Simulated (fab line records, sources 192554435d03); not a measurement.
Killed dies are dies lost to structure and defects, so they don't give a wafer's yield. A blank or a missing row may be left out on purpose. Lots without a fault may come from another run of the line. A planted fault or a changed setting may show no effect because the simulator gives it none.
Chamber matching | flow n5_finfet | N5_GATE_CUT_STRIP_59 on rie_diel-03: 4 sister chambers
The step strips in N2/H2, time 20 s. 4 wafers are shown with their chamber, then 9 later ones without.

WAFERS WITH THEIR CHAMBER
wafer  | chamber | showerhead_plenum_p_Torr (Torr)
L084.3 | 2       | 3.55
L083.5 | 0       | 3.21
L091.4 | 1       | 3.42
L091.5 | 3       | 3.30

WAFERS WITHOUT THEIR CHAMBER
wafer  | showerhead_plenum_p_Torr (Torr)
L092.2 | 3.55
L092.3 | 3.20
L092.5 | 3.55
L094.2 | 3.29
L094.3 | 3.54
L094.5 | 3.29
L095.3 | 3.20
L095.4 | 3.29
L095.5 | 3.29

WHICH CHAMBER EACH WENT THROUGH
wafer  | from the rows above | in truth
L092.2 | 2                   | 2
L092.3 | 0                   | 0
L092.5 | 2                   | 2
L094.2 | 3                   | 3
L094.3 | 2                   | 2
L094.5 | 3                   | 3
L095.3 | 0                   | 0
L095.4 | 3                   | 3
L095.5 | 3                   | 3
Placed correctly: 9 of 9. Can't be placed from these rows: 0. Placed wrongly: 0.
How it was worked out, from the rows above alone: a wafer's distance from a chamber is the root of the sum, over the readings, of the square of ((its reading less the chamber's mean) divided by the reading's scatter). The wafer belongs to the nearest chamber; if the next one is less than 2 further off, it can't be placed. A chamber's mean is the mean of its shown wafers. The scatter: with one shown wafer a chamber, the root of the mean of the squares of how far each hidden wafer lies from its nearest shown one.
